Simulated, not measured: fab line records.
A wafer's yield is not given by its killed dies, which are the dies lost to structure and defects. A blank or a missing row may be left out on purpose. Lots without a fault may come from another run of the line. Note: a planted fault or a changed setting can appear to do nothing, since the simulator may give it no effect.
fab line records	flow nandHarc	part 1 of 2: steps 1 to 23 of 33
[record] lots = 5	wafers = 15	lastDay = 28
route steps=1302 shown A_STAIRCASE@655
lots untouched by any fault: they come from a run of this same line in which no faults occurred
startH: start of the lot's first displayed wafer, in hours after the record's first day	waitH: hours from the lot's prior step to this one	" repeats the value in the row above	L1.1+2: a single row standing in for several wafers	- either no value or no given start	* or withheld: withheld	< > ~ a bound
route shown NAME@n: NAME is a module with steps in the file, n the number in the route of the first one	usual: mean and standard deviation over wafers with no fault	same: alike in all rows	chamber/n: place in a boat	sites: the reading at each site	_std_site: their standard deviation	_edge_site: inner sites' mean taken away from outer sites' mean	radiusMm: for every site, how far away it sits from the centre of the wafer	mask NAME#n: copy n	behind: the last tool/chamber to shape the wafer	hold: what put the lot on hold/how long, in hours/how the hold closed	device: the n, p or np transistor that did not switch	end of line: at the end of the route, the tests of the same wafers	for a step that has no rows: nothing shown but its recipe	killed: the dies lost at the first sort to structure and to defects; this is not the yield of the wafer	map: shows each die of a wafer: x if killed, . if not, _ if none is there
set.NAME: the run value of the setting; set.NAME@STEP: its run value at that earlier step	model.NAME: the simulator's own value behind a step, which no gauge read
lots at some steps of the route; a table a step, a row a wafer
services: when a tool's chamber went out of use (startH, in hours from the record's first day, below 0 if earlier), for how many hours, and the reason
[[steps]]
[step NHARC_A_STAIRCASE_PRECLEAN_173]
[recipe] timeS = *	tempC = 50	bathAgeMin = 0	chemistry = SC1
lot.wafer	tool	chamber	startH	waitH
L077.5+3+1	wetBench-07	7,0,2	-	-
L079.4+5+6	wetBench-07	7,0,3	-	-
L082.4+6+5	wetBench-02	2,3,5	-	-
L084.4+5+1	wetBench-02	2,3,6	-	-
L086.3+4+6	wetBench-06	0,2,4	-	-
[step NHARC_A_STAIRCASE_SRD_174]
lot.wafer	tool	chamber	startH	waitH
L077.5+3+1	wetBench-07	7,0,2	-	-
L079.4+5+6	wetBench-07	7,0,3	-	-
L082.4+6+5	wetBench-02	2,3,5	-	-
L084.4+5+1	wetBench-02	2,3,6	-	-
L086.3+4+6	wetBench-06	0,2,4	-	-
[step NHARC_A_STAIRCASE_DEHYDRATE_01]
[recipe] tempC = 150	timeS = 120
lot.wafer	tool	chamber	startH	waitH
L077.1+3+5	lithoTrack-02	0	395.83	-
L079.4+5+6	lithoTrack-07	0	400.10	-
L082.4+5+6	lithoTrack-02	0	435.42	-
L084.1+4+5	lithoTrack-05	0	461.77	-
L086.3+4+6	lithoTrack-02	0	473.46	-
[step NHARC_A_STAIRCASE_HMDS_02]
[recipe] timeS = 30
lot.wafer	tool	chamber	startH	waitH
L077.1+3+5	lithoTrack-02	0	-	-
L079.4+5+6	lithoTrack-07	0	-	-
L082.4+5+6	lithoTrack-02	0	-	-
L084.1+4+5	lithoTrack-05	0	-	-
L086.3+4+6	lithoTrack-02	0	-	-
[step NHARC_A_STAIRCASE_COAT_03]
[recipe] spinRpm = 1200
lot.wafer	tool	chamber	startH	waitH
L077.1+3+5	lithoTrack-02	0	-	-
L079.4+5+6	lithoTrack-07	0	-	-
L082.4+5+6	lithoTrack-02	0	-	-
L084.1+4+5	lithoTrack-05	0	-	-
L086.3+4+6	lithoTrack-02	0	-	-
[step NHARC_A_STAIRCASE_SOFTBAKE_04]
[recipe] tempC = 135	timeS = 170
lot.wafer	tool	chamber	startH	waitH
L077.1+3+5	lithoTrack-02	0	-	-
L079.4+5+6	lithoTrack-07	0	-	-
L082.4+5+6	lithoTrack-02	0	-	-
L084.1+4+5	lithoTrack-05	0	-	-
L086.3+4+6	lithoTrack-02	0	-	-
[step NHARC_A_STAIRCASE_EBR_05]
lot.wafer	tool	chamber	startH	waitH
L077.1+3+5	lithoTrack-02	0	-	-
L079.4+5+6	lithoTrack-07	0	-	-
L082.4+5+6	lithoTrack-02	0	-	-
L084.1+4+5	lithoTrack-05	0	-	-
L086.3+4+6	lithoTrack-02	0	-	-
[step NHARC_A_STAIRCASE_EXPOSE_06]
[recipe] na = 0.5	doseMj = 25.43	maskId = STAIR
lot.wafer	tool	chamber	startH	waitH	mask
L077.1+3+5	krfScanner-04	0	396.16	-	STAIR#0
L079.4+5+6	krfScanner-01	0	400.32	-	STAIR#0
L082.4+5+6	krfScanner-03	0	435.65	-	STAIR#0
L084.1+4+5	krfScanner-04	0	462.11	-	STAIR#0
L086.3+4+6	krfScanner-01	0	473.80	-	STAIR#0
[step NHARC_A_STAIRCASE_PEB_07]
[recipe] pebTempC = 115	pebTimeS = 130
lot.wafer	tool	chamber	startH	waitH
L077.1+3+5	lithoTrack-02	0	396.23	0.1
L079.4+5+6	lithoTrack-02	0	400.37	0.0
L082.4+5+6	lithoTrack-02	0	435.70	0.0
L084.1+4+5	lithoTrack-07	0	462.17	0.1
L086.3+4+6	lithoTrack-05	0	473.85	0.0
[step NHARC_A_STAIRCASE_DEVELOP_08]
[recipe] timeS = 140
lot.wafer	tool	chamber	startH	waitH
L077.1+3+5	lithoTrack-02	0	-	-
L079.4+5+6	lithoTrack-02	0	-	-
L082.4+5+6	lithoTrack-02	0	-	-
L084.1+4+5	lithoTrack-07	0	-	-
L086.3+4+6	lithoTrack-05	0	-	-
[step NHARC_A_STAIRCASE_HARDBAKE_10]
[recipe] tempC = 120	timeS = 140
lot.wafer	tool	chamber	startH	waitH
L077.1+3+5	lithoTrack-07	0	396.45	-
L079.4+5+6	lithoTrack-02	0	400.60	-
L082.4+5+6	lithoTrack-07	0	435.93	-
L084.1+4+5	lithoTrack-05	0	462.39	-
L086.3+4+6	lithoTrack-07	0	474.08	-
[step NHARC_A_STAIRCASE_DESCUM_11]
[recipe] timeS = 3	o2FlowSccm = 200	arFlowSccm = 0	biasPowerW = 0	chemistry = O2
[usual] drypumpMotorCurrentA = 5.7/0.42	oesProductAu = 0.999/0.009	rfVppV = 57.8/0.97	showerheadPlenumPTorr = 1.91/0.11	throttleValvePct = 11.311/0.0092
lot.wafer	tool	chamber	startH	waitH	drypumpMotorCurrentA	oesProductAu	rfHoursCounterH	rfVppV	showerheadPlenumPTorr	throttleValvePct
L077.1	rieDiel-09	2	396.54	-	6.0	1.018	24	58.0	1.80	11.312
L077.3	"	3	"	"	5.6	1.008	27	58.6	2.07	11.288
L077.5	"	2	"	"	6.0	1.014	-	57.8	1.80	11.306
L079.4	rieDiel-04	1	400.72	-	5.0	1.000	12	56.8	1.78	11.329
L079.5	"	2	"	"	5.4	1.004	-	56.4	1.79	11.309
L079.6	"	3	"	"	5.5	1.008	-	58.7	1.87	11.306
L082.4	rieDiel-09	3	436.02	-	5.5	0.999	37	59.1	2.06	11.308
L082.5	"	1	"	"	5.9	1.005	-	58.8	1.99	11.304
L082.6	"	2	"	"	6.0	1.002	-	56.7	1.79	11.319
L084.1	rieDiel-04	0	462.48	-	5.7	0.986	22	58.5	2.03	11.298
L084.5	"	0	"	"	5.7	0.992	-	57.8	2.03	11.308
L084.4	"	2	"	"	5.4	0.990	-	57.6	1.79	11.318
L086.3	rieDiel-01	0	474.16	-	5.3	0.996	26	58.2	1.85	11.322
L086.4	"	1	"	"	5.9	0.999	30	56.2	1.83	11.297
L086.6	"	0	"	"	5.4	0.996	-	57.5	1.85	11.319
[step NHARC_A_STAIRCASE_TRIM_12]
[recipe] timeS = 211.2	o2FlowSccm = 500	arFlowSccm = 0	biasW = 0	chemistry = O2
[usual] drypumpMotorCurrentA = 5.7/0.43	oesProductAu = 0.999/0.0086	rfVppV = 57.8/0.92	showerheadPlenumPTorr = 3.51/0.19	throttleValvePct = 17.037/0.01
lot.wafer	tool	chamber	startH	waitH	drypumpMotorCurrentA	oesProductAu	rfHoursCounterH	rfVppV	showerheadPlenumPTorr	throttleValvePct
L077.3	rieDiel-09	1	396.64	0.1	5.9	1.000	21	59.4	3.67	17.036
L077.1	"	2	"	"	6.0	0.997	24	57.5	3.33	17.042
L077.5	"	1	"	"	5.9	0.996	-	58.2	3.67	17.037
L079.4	rieDiel-04	0	400.79	0.1	5.7	0.992	9	57.4	3.74	17.047
L079.6	"	0	"	"	5.7	0.993	-	58.3	3.74	17.036
L079.5	"	1	"	"	5.0	1.009	-	58.0	3.29	17.030
L082.4	rieDiel-09	2	436.10	0.1	6.0	0.998	35	58.9	3.32	17.013
L082.6	"	1	"	"	5.9	1.006	-	57.8	3.66	17.039
L082.5	"	2	"	"	6.0	1.006	-	57.4	3.32	17.061
L084.1	rieDiel-04	3	463.05	0.6	5.5	0.998	33	55.9	3.44	17.036
L084.4	"	3	"	"	5.5	1.004	-	57.7	3.44	17.038
L084.5	"	0	"	"	5.7	0.982	-	57.7	3.73	17.023
L086.3	rieDiel-01	2	474.25	0.1	5.9	1.005	28	58.2	3.61	17.034
L086.4	"	3	"	"	6.9	0.997	24	57.6	3.79	17.033
L086.6	"	2	"	"	5.9	0.990	-	58.3	3.61	17.053
[step NHARC_A_STAIRCASE_ETCH_13]
[recipe] targetDepthA = 1000	timeS = 40.5	ionEnergyEv = 400	c4f8FlowSccm = 20	o2FlowSccm = 10	arFlowSccm = withheld	rfW = 600	biasW = 1000	chemistry = C4F8/O2
[usual] oesProductAu = 0.942/0.013	rfVppV = 895/7.1
lot.wafer	tool	chamber	startH	waitH	oesProductAu	rfHoursCounterH	rfVppV
L077.3	rieDiel-09	1	-	-	0.951	21	900
L077.1	"	2	"	"	0.954	24	889
L077.5	"	2	"	"	0.950	-	889
L079.4	rieDiel-04	0	-	-	0.923	9	904
L079.5	"	1	"	"	0.938	-	886
L079.6	"	2	"	"	0.928	-	888
L082.4	rieDiel-09	2	-	-	0.936	35	889
L082.6	"	3	"	"	0.956	-	904
L082.5	"	0	"	"	0.957	-	886
L084.1	rieDiel-04	2	-	-	0.912	36	886
L084.5	"	3	"	"	0.914	-	894
L084.4	"	2	"	"	0.925	-	885
L086.3	rieDiel-01	0	-	-	0.946	26	892
L086.4	"	1	"	"	0.944	30	892
L086.6	"	0	"	"	0.946	-	892
[step NHARC_A_STAIRCASE_TRIM_14]
[recipe] timeS = 211.2	o2FlowSccm = 500	arFlowSccm = 0	biasW = 0	chemistry = O2
[usual] drypumpMotorCurrentA = 5.7/0.44	oesProductAu = 1.000/0.0085	rfVppV = 57.8/1	showerheadPlenumPTorr = 3.52/0.19	throttleValvePct = 17.035/0.01
lot.wafer	tool	chamber	startH	waitH	drypumpMotorCurrentA	oesProductAu	rfHoursCounterH	rfVppV	showerheadPlenumPTorr	throttleValvePct
L077.1	rieDiel-09	1	-	-	5.9	0.990	21	58.8	3.67	17.022
L077.3	"	2	"	"	6.0	1.007	24	56.3	3.33	17.028
L077.5	"	1	"	"	5.9	1.008	-	58.4	3.67	17.041
L079.4	rieDiel-04	2	-	-	5.4	1.009	13	56.4	3.32	17.045
L079.5	"	1	"	"	5.0	1.005	-	56.6	3.29	17.047
L079.6	"	2	"	"	5.4	1.008	-	57.9	3.32	17.033
L082.4	rieDiel-09	1	-	-	5.9	1.017	30	59.1	3.66	17.043
L082.6	"	1	"	"	5.9	1.013	-	57.9	3.66	17.038
L082.5	"	2	"	"	6.0	1.002	-	57.3	3.32	17.036
L084.1	rieDiel-04	0	-	-	5.7	0.997	22	58.3	3.73	17.013
L084.4	"	0	"	"	5.7	0.985	-	58.0	3.73	17.041
L084.5	"	3	"	"	5.4	1.006	-	57.3	3.45	17.041
L086.4	rieDiel-01	3	-	-	6.9	0.989	24	59.2	3.79	17.044
L086.3	"	1	"	"	5.8	0.991	30	57.3	3.38	17.026
L086.6	"	0	"	"	5.4	0.993	-	58.3	3.42	17.042
[step NHARC_A_STAIRCASE_ETCH_15]
[recipe] targetDepthA = 1000	timeS = 40.5	ionEnergyEv = 400	c4f8FlowSccm = 20	o2FlowSccm = 10	arFlowSccm = withheld	rfW = 600	biasW = 1000	chemistry = C4F8/O2
[usual] oesProductAu = 0.942/0.011	rfVppV = 896/7.2
lot.wafer	tool	chamber	startH	waitH	oesProductAu	rfHoursCounterH	rfVppV
L077.3	rieDiel-09	3	-	-	0.946	27	907
L077.1	"	1	"	"	0.945	21	901
L077.5	"	3	"	"	0.947	-	905
L079.4	rieDiel-04	0	-	-	0.926	9	902
L079.5	"	0	"	"	0.933	-	904
L079.6	"	1	"	"	0.932	-	886
L082.4	rieDiel-09	0	-	-	0.945	34	887
L082.5	"	1	"	"	0.936	-	901
L082.6	"	2	"	"	0.932	-	888
L084.1	rieDiel-04	2	-	-	0.920	36	889
L084.4	"	3	"	"	0.945	-	893
L084.5	"	0	"	"	0.932	-	902
L086.4	rieDiel-01	2	-	-	0.956	28	900
L086.3	"	3	"	"	0.937	24	906
L086.6	"	2	"	"	0.953	-	899
[step NHARC_A_STAIRCASE_TRIM_16]
[recipe] timeS = 211.2	o2FlowSccm = 500	arFlowSccm = 0	biasW = 0	chemistry = O2
[usual] drypumpMotorCurrentA = 5.7/0.42	oesProductAu = 0.997/0.0082	rfVppV = 57.7/0.87	showerheadPlenumPTorr = 3.50/0.19	throttleValvePct = 17.036/0.0092
lot.wafer	tool	chamber	startH	waitH	drypumpMotorCurrentA	oesProductAu	rfHoursCounterH	rfVppV	showerheadPlenumPTorr	throttleValvePct
L077.3	rieDiel-09	2	-	-	6.0	0.997	24	56.4	3.33	17.040
L077.1	"	1	"	"	5.9	1.000	21	58.4	3.67	17.056
L077.5	"	2	"	"	6.0	0.991	-	58.7	3.33	17.044
L079.4	rieDiel-04	0	-	-	5.7	0.994	9	56.9	3.74	17.044
L079.5	"	1	"	"	5.0	1.001	-	58.2	3.29	17.030
L079.6	"	2	"	"	5.4	1.011	-	56.8	3.32	17.038
L082.4	rieDiel-09	1	-	-	5.9	1.004	30	58.5	3.66	17.045
L082.6	"	0	"	"	5.8	1.006	-	57.8	3.27	17.034
L082.5	"	1	"	"	5.9	0.992	-	56.6	3.66	17.026
L084.1	rieDiel-04	0	-	-	5.7	0.982	22	58.6	3.73	17.051
L084.5	"	3	"	"	5.5	1.007	-	57.8	3.44	17.045
L084.4	"	0	"	"	5.7	0.989	-	58.6	3.73	17.038
L086.3	rieDiel-01	3	-	-	6.8	0.991	24	57.6	3.79	17.040
L086.4	"	1	"	"	5.8	0.986	30	57.0	3.38	17.054
L086.6	"	0	"	"	5.4	0.998	-	56.8	3.42	17.041
[step NHARC_A_STAIRCASE_ETCH_17]
[recipe] targetDepthA = 1000	timeS = 40.5	ionEnergyEv = 400	c4f8FlowSccm = 20	o2FlowSccm = 10	arFlowSccm = withheld	rfW = 600	biasW = 1000	chemistry = C4F8/O2
[usual] oesProductAu = 0.941/0.01	rfVppV = 896/7.1
lot.wafer	tool	chamber	startH	waitH	oesProductAu	rfHoursCounterH	rfVppV
L077.3	rieDiel-09	1	-	-	0.953	21	902
L077.1	"	2	"	"	0.939	24	889
L077.5	"	2	"	"	0.952	-	889
L079.4	rieDiel-04	2	-	-	0.930	13	887
L079.5	"	1	"	"	0.948	-	887
L079.6	"	2	"	"	0.938	-	888
L082.4	rieDiel-09	2	-	-	0.935	35	888
L082.6	"	1	"	"	0.935	-	899
L082.5	"	2	"	"	0.932	-	887
L084.1	rieDiel-04	0	-	-	0.935	22	904
L084.4	"	0	"	"	0.937	-	903
L084.5	"	3	"	"	0.947	-	894
L086.4	rieDiel-01	3	-	-	0.926	25	905
L086.3	"	2	"	"	0.951	28	898
L086.6	"	3	"	"	0.931	-	905
[step NHARC_A_STAIRCASE_TRIM_18]
[recipe] timeS = 211.2	o2FlowSccm = 500	arFlowSccm = 0	biasW = 0	chemistry = O2
[usual] drypumpMotorCurrentA = 5.7/0.46	oesProductAu = 0.999/0.0079	rfVppV = 57.9/0.98	showerheadPlenumPTorr = 3.52/0.19	throttleValvePct = 17.036/0.009
lot.wafer	tool	chamber	startH	waitH	drypumpMotorCurrentA	oesProductAu	rfHoursCounterH	rfVppV	showerheadPlenumPTorr	throttleValvePct
L077.3	rieDiel-09	2	-	-	6.0	1.000	24	58.2	3.33	17.029
L077.1	"	0	"	"	5.8	0.997	25	57.2	3.27	17.040
L077.5	"	1	"	"	5.9	1.003	-	58.4	3.67	17.042
L079.4	rieDiel-04	0	-	-	5.7	0.987	9	56.7	3.74	17.039
L079.5	"	0	"	"	5.7	0.989	-	59.6	3.74	17.032
L079.6	"	1	"	"	5.0	1.001	-	56.9	3.29	17.053
L082.4	rieDiel-09	2	-	-	6.0	0.997	35	57.5	3.32	17.039
L082.5	"	0	"	"	5.9	1.002	-	57.3	3.27	17.033
L082.6	"	1	"	"	5.9	1.003	-	58.9	3.66	17.027
L084.1	rieDiel-04	3	-	-	5.4	1.014	34	58.3	3.44	17.034
L084.5	"	2	"	"	5.4	0.991	-	57.5	3.31	17.045
L084.4	"	3	"	"	5.4	1.005	-	57.6	3.44	17.030
L086.4	rieDiel-01	3	-	-	6.8	1.005	25	58.1	3.79	17.026
L086.3	"	0	"	"	5.3	1.002	26	57.1	3.42	17.030
L086.6	"	3	"	"	6.8	0.998	-	58.0	3.79	17.036
[step NHARC_A_STAIRCASE_ETCH_19]
[recipe] targetDepthA = 1000	timeS = 40.5	ionEnergyEv = 400	c4f8FlowSccm = 20	o2FlowSccm = 10	arFlowSccm = withheld	rfW = 600	biasW = 1000	chemistry = C4F8/O2
[usual] oesProductAu = 0.942/0.01	rfVppV = 896/6.9
lot.wafer	tool	chamber	startH	waitH	oesProductAu	rfHoursCounterH	rfVppV
L077.3	rieDiel-09	0	-	-	0.951	25	885
L077.1	"	1	"	"	0.942	22	901
L077.5	"	0	"	"	0.940	-	888
L079.4	rieDiel-04	2	-	-	0.953	13	889
L079.5	"	0	"	"	0.939	-	903
L079.6	"	1	"	"	0.938	-	885
L082.4	rieDiel-09	0	-	-	0.939	35	887
L082.5	"	1	"	"	0.939	-	902
L082.6	"	2	"	"	0.933	-	888
L084.1	rieDiel-04	2	-	-	0.941	37	888
L084.4	"	0	"	"	0.944	-	903
L084.5	"	3	"	"	0.939	-	893
L086.4	rieDiel-01	0	-	-	0.942	27	894
L086.3	"	1	"	"	0.951	30	892
L086.6	"	2	"	"	0.967	-	899
[step NHARC_A_STAIRCASE_TRIM_20]
[recipe] timeS = 211.2	o2FlowSccm = 500	arFlowSccm = 0	biasW = 0	chemistry = O2
[usual] drypumpMotorCurrentA = 5.8/0.45	oesProductAu = 0.999/0.0078	rfVppV = 57.8/0.85	showerheadPlenumPTorr = 3.54/0.2	throttleValvePct = 17.038/0.0078
lot.wafer	tool	chamber	startH	waitH	drypumpMotorCurrentA	oesProductAu	rfHoursCounterH	rfVppV	showerheadPlenumPTorr	throttleValvePct
L077.1	rieDiel-01	3	397.65	0.1	6.9	0.997	4	57.7	3.81	17.042
L077.3	"	2	"	"	5.9	1.015	6	58.8	3.62	17.031
L077.5	"	0	"	"	5.4	0.993	-	58.5	3.43	17.035
L079.4	rieDiel-09	3	402.21	0.1	5.6	1.002	28	59.8	3.79	17.043
L079.6	"	0	"	"	5.9	1.003	-	56.9	3.27	17.036
L079.5	"	1	"	"	5.9	0.994	-	58.0	3.67	17.038
L082.4	rieDiel-01	2	437.27	0.1	5.8	1.016	17	57.4	3.62	17.030
L082.5	"	1	"	"	5.9	0.990	-	59.1	3.39	17.048
L082.6	"	2	"	"	5.9	1.005	-	58.7	3.62	17.030
L084.4	rieDiel-09	0	464.43	0.1	5.8	0.991	43	58.0	3.26	17.022
L084.1	"	3	"	"	5.6	0.996	47	58.0	3.78	17.029
L084.5	"	1	"	"	5.9	1.004	-	57.7	3.66	17.049
L086.4	rieDiel-01	2	475.27	0.1	5.9	1.006	28	58.8	3.61	17.030
L086.3	"	3	"	"	6.8	0.990	25	57.0	3.79	17.049
L086.6	"	2	"	"	5.9	1.002	-	57.7	3.61	17.048
[step NHARC_A_STAIRCASE_ETCH_21]
[recipe] targetDepthA = 1000	timeS = 40.5	ionEnergyEv = 400	c4f8FlowSccm = 20	o2FlowSccm = 10	arFlowSccm = withheld	rfW = 600	biasW = 1000	chemistry = C4F8/O2
[usual] oesProductAu = 0.949/0.016	rfVppV = 896/7.3
lot.wafer	tool	chamber	startH	waitH	oesProductAu	rfHoursCounterH	rfVppV
L077.1	rieDiel-01	1	-	-	0.938	8	891
L077.3	"	3	"	"	0.957	4	905
L077.5	"	2	"	"	0.967	-	900
L079.4	rieDiel-09	1	-	-	0.922	22	900
L079.6	"	3	"	"	0.924	-	905
L079.5	"	0	"	"	0.923	-	886
L082.4	rieDiel-01	3	-	-	0.946	12	906
L082.6	"	0	"	"	0.942	-	892
L082.5	"	1	"	"	0.931	-	889
L084.4	rieDiel-09	3	-	-	0.976	47	905
L084.1	"	0	"	"	0.967	43	886
L084.5	"	1	"	"	0.973	-	900
L086.3	rieDiel-01	0	-	-	0.942	27	892
L086.4	"	1	"	"	0.962	30	891
L086.6	"	2	"	"	0.956	-	899
[step NHARC_A_STAIRCASE_TRIM_22]
[recipe] timeS = 211.2	o2FlowSccm = 500	arFlowSccm = 0	biasW = 0	chemistry = O2
[usual] drypumpMotorCurrentA = 5.8/0.45	oesProductAu = 0.999/0.0074	rfVppV = 57.7/0.85	showerheadPlenumPTorr = 3.55/0.19	throttleValvePct = 17.037/0.0092
lot.wafer	tool	chamber	startH	waitH	drypumpMotorCurrentA	oesProductAu	rfHoursCounterH	rfVppV	showerheadPlenumPTorr	throttleValvePct
L077.3	rieDiel-01	3	-	-	6.8	0.998	4	60.0	3.81	17.049
L077.1	"	1	"	"	5.8	0.994	8	58.2	3.39	17.029
L077.5	"	3	"	"	6.8	0.992	-	58.4	3.81	17.027
L079.4	rieDiel-09	3	-	-	5.6	1.010	28	57.5	3.79	17.050
L079.6	"	0	"	"	5.8	0.981	-	57.1	3.27	17.033
L079.5	"	1	"	"	5.9	1.000	-	57.7	3.67	17.032
L082.4	rieDiel-01	0	-	-	5.4	0.988	17	58.1	3.42	17.039
L082.6	"	3	"	"	6.8	0.995	-	57.6	3.80	17.051
L082.5	"	0	"	"	5.4	0.987	-	58.5	3.42	17.047
L084.4	rieDiel-09	1	-	-	5.9	1.006	41	56.9	3.66	17.027
L084.1	"	3	"	"	5.6	0.986	47	57.8	3.78	17.036
L084.5	"	0	"	"	5.9	0.996	-	56.6	3.26	17.037
L086.3	rieDiel-01	3	-	-	6.8	0.993	25	58.5	3.79	17.040
L086.4	"	2	"	"	5.9	1.017	29	58.4	3.61	17.025
L086.6	"	0	"	"	5.3	1.006	-	58.2	3.42	17.036
